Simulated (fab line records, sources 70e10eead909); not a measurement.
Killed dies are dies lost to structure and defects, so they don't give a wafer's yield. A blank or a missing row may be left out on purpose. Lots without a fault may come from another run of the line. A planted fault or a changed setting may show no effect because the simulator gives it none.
Chamber matching | flow nand_harc | NHARC_A_CHANNEL_HOLE_D1_DEP_01 on pecvd-03: 3 sister chambers
The step deposits SiON, target thk 140 nm. 27 wafers are shown with their chamber, then 12 later ones without.

WAFERS WITH THEIR CHAMBER
wafer  | chamber | heater_power_w (W) | susceptor_temp_C (C)
L075.1 | 1       | 748                | 400.08
L075.4 | 1       | 774                | 399.84
L075.6 | 0       | 826                | 399.72
L075.2 | 0       | 837                | 399.73
L075.3 | 2       | 661                | 400.18
L075.5 | 2       | 660                | 399.96
L078.2 | 1       | 763                | 400.03
L078.3 | 0       | 729                | 400.33
L078.5 | 1       | 771                | 400.07
L079.1 | 1       | 834                | 399.94
L079.4 | 1       | 847                | 399.76
L079.5 | 0       | 842                | 400.23
L079.2 | 0       | 871                | 400.17
L079.3 | 2       | 743                | 399.89
L079.6 | 2       | 784                | 400.05
L080.2 | 2       | 683                | 399.62
L080.4 | 2       | 699                | 399.95
L080.6 | 1       | 681                | 399.88
L082.1 | 0       | 835                | 399.70
L082.3 | 1       | 741                | 399.99
L082.5 | 1       | 749                | 399.78
L083.2 | 0       | 797                | 400.14
L083.4 | 0       | 817                | 400.25
L083.6 | 2       | 738                | 399.90
L083.1 | 1       | 835                | 400.35
L083.3 | 2       | 719                | 399.92
L083.5 | 1       | 823                | 400.06

SIGNATURES (means of the wafers above)
reading          | chamber 0 | chamber 1 | chamber 2 | scatter within a chamber
heater_power_w   | 819.25    | 778.73    | 710.88    | 46.4
susceptor_temp_C | 400.0337  | 399.9800  | 399.9337  | 0.201
Rule: a wafer's distance from a chamber is the root of the sum, over the readings, of the square of ((its reading less the chamber's mean) divided by the reading's scatter). The wafer belongs to the nearest chamber; if the next one is less than 2 further off, it can't be placed. The scatter: the root of (the sum of the squares of (reading less its chamber's mean) over the shown wafers, divided by (wafers less chambers)).

WAFERS WITHOUT THEIR CHAMBER
wafer  | heater_power_w (W) | susceptor_temp_C (C)
L085.1 | 808                | 400.40
L085.4 | 835                | 400.06
L085.5 | 740                | 399.86
L087.2 | 664                | 399.82
L087.4 | 827                | 399.94
L087.5 | 820                | 399.90
L086.1 | 833                | 399.81
L086.4 | 857                | 400.39
L086.6 | 766                | 400.35
L091.1 | 704                | 399.84
L091.4 | 750                | 400.50
L091.6 | 829                | 399.73

WHICH CHAMBER EACH WENT THROUGH
wafer  | from the rows above          | in truth
L085.1 | can't be placed: 0 or 1 or 2 | 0
L085.4 | can't be placed: 0 or 1      | 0
L085.5 | can't be placed: 2 or 1 or 0 | 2
L087.2 | can't be placed: 2 or 1      | 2
L087.4 | can't be placed: 0 or 1      | 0
L087.5 | can't be placed: 0 or 1 or 2 | 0
L086.1 | can't be placed: 0 or 1 or 2 | 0
L086.4 | can't be placed: 0 or 1 or 2 | 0
L086.6 | can't be placed: 1 or 0 or 2 | 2
L091.1 | can't be placed: 2 or 1      | 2
L091.4 | can't be placed: 1 or 0 or 2 | 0
L091.6 | can't be placed: 0 or 1 or 2 | 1
Placed correctly: 0 of 12. Can't be placed from these rows: 12 (the true chamber is among the candidates in 12). Placed wrongly: 0.
